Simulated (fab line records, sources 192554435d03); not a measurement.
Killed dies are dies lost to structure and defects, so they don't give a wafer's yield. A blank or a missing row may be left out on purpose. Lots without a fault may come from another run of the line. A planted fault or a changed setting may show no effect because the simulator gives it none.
Split-lot experiment | flow n5_finfet | 7 lots, 39 wafers read, on a route of 1938 steps

THE SPLIT
At N5_PASSIVATION_PECVD_01 (deposits SiNx from SiH4/NH3/N2, target thk 200 nm, time 43.2 s), the setting time_s was moved away from the recipe's 43.2 s on 18 of the 39 wafers read, by -46.3% to +54.9%. The other wafers ran this setting at the recipe's value.

The reading is taken at the split's own step.

THE READING
SiNx_of_PASSIVATION_PECVD_01.thk_nm (the simulator's own value, which no gauge read), in nm, at N5_PASSIVATION_PECVD_01 (deposits SiNx from SiH4/NH3/N2, target thk 200 nm, time 43.2 s). The file gives no usual value for it. The 21 wafers here that ran the recipe average 201.2 nm, standard deviation 2.1 nm.

wafer  | tool, chamber at the split | time_s as run, s | against the recipe | SiNx_of_PASSIVATION_PECVD_01.thk_nm, nm | against lot-mates on the recipe
L075.1 | pecvd-01, 0,2              | 23.21            | -46.3%             | 108                                     | -92.3
L075.5 | pecvd-01, 0,2              | 23.21            | -46.3%             | 108                                     | -92.3
L075.2 | pecvd-01, 1                | 23.21            | -46.3%             | 106.8                                   | -93.5
L075.3 | pecvd-01, 2                | 43.2             | recipe             | 198                                     | -
L075.4 | pecvd-01, 0                | 43.2             | recipe             | 201.2                                   | -
L075.6 | pecvd-01, 1                | 43.2             | recipe             | 201.6                                   | -
L077.1 | pecvd-03, 0                | 43.2             | recipe             | 201.8                                   | -
L077.2 | pecvd-03, 2                | 43.2             | recipe             | 202                                     | -
L077.3 | pecvd-03, 1                | 54.27            | +25.6%             | 251.4                                   | +48.7
L077.4 | pecvd-03, 1                | 54.27            | +25.6%             | 253.8                                   | +51.1
L077.5 | pecvd-03, 2                | 54.27            | +25.6%             | 254.6                                   | +51.9
L077.6 | pecvd-03, 0                | 43.2             | recipe             | 204.2                                   | -
L078.1 | pecvd-03, 1,0              | 43.2             | recipe             | 198.8                                   | -
L078.2 | pecvd-03, 1,0              | 43.2             | recipe             | 198.8                                   | -
L078.3 | pecvd-03, 2                | 66.91            | +54.9%             | 308                                     | +107.9
L078.4 | pecvd-03, 0                | 43.2             | recipe             | 202.6                                   | -
L078.5 | pecvd-03, 2                | 66.91            | +54.9%             | 312.4                                   | +112.3
L078.6 | pecvd-03, 1                | 66.91            | +54.9%             | 311.6                                   | +111.5
L086.1 | pecvd-01, 1                | 43.2             | recipe             | 200                                     | -
L086.2 | pecvd-01, 2                | 27.75            | -35.8%             | 129.2                                   | -72.7
L086.3 | pecvd-01, 0                | 27.75            | -35.8%             | 130.6                                   | -71.3
L086.4 | pecvd-01, 2                | 27.75            | -35.8%             | 128.4                                   | -73.5
L086.5 | pecvd-01, 1                | 43.2             | recipe             | 204.2                                   | -
L086.6 | pecvd-01, 0                | 43.2             | recipe             | 201.6                                   | -
L089.1 | pecvd-01, 1                | 43.2             | recipe             | 199.8                                   | -
L089.2 | pecvd-01, 2                | 43.2             | recipe             | 199.4                                   | -
L089.6 | pecvd-01, 2                | 43.2             | recipe             | 200.4                                   | -
L090.1 | pecvd-01, 2                | 55.7             | +28.9%             | 255.2                                   | +52.3
L090.2 | pecvd-01, 0                | 43.2             | recipe             | 201                                     | -
L090.3 | pecvd-01, 1                | 55.7             | +28.9%             | 260                                     | +57.1
L090.4 | pecvd-01, 0                | 43.2             | recipe             | 201.8                                   | -
L090.5 | pecvd-01, 2                | 55.7             | +28.9%             | 258.6                                   | +55.7
L090.6 | pecvd-01, 1                | 43.2             | recipe             | 205.8                                   | -
L094.1 | pecvd-03, 2                | 43.2             | recipe             | 197.2                                   | -
L094.2 | pecvd-03, 0                | 43.2             | recipe             | 200.4                                   | -
L094.3 | pecvd-03, 0                | 53.26            | +23.3%             | 250.8                                   | +50.3
L094.4 | pecvd-03, 2                | 43.2             | recipe             | 203.8                                   | -
L094.5 | pecvd-03, 2                | 53.26            | +23.3%             | 249                                     | +48.5
L094.6 | pecvd-03, 0                | 53.26            | +23.3%             | 249.2                                   | +48.7
Where a row lists several chambers, the file gives one row for several wafers and doesn't say which wafer went through which chamber.

THE FIT
A straight line over all 39 wafers: SiNx_of_PASSIVATION_PECVD_01.thk_nm changes by +2.01 nm for each +1% of time_s; r = +1.00; the points scatter about the line by 2 nm.
The same after taking each lot's own level away (the mean of its wafers on the recipe; 39 wafers): +2.01 nm for each +1%; r = +1.00; scatter 2 nm.
On that fit, the largest move of time_s shifts the reading by 1.1e+02 nm.
The lots' own levels span 199.87 to 202.87 nm, that is 1.4 times the standard deviation above.
So the lot-to-lot level changes the slope little: the two slopes agree.
Check: with one of the wafers moved furthest among these (+54.9%) left out of the fit, the line predicts +110 nm for it against its lot-mates. It came out at +108 nm against them.

OTHER SPLITS ON THESE WAFERS
These wafers also went through other splits before the reading. Each is held against what the fit with the lots' levels taken away leaves over:
other split on the same wafers      | wafers away from the commonest value | r with SiNx_of_PASSIVATION_PECVD_01.thk_nm (lot level and that fit taken away)
N5_BEOL_M14_ILD_DEP_00 target_thk_a | 15                                   | -0.05

THE FILE'S OWN FIT
SiNx_of_PASSIVATION_PECVD_01.thk_nm changes by +2.01 nm for each +1% of time_s, r = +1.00.
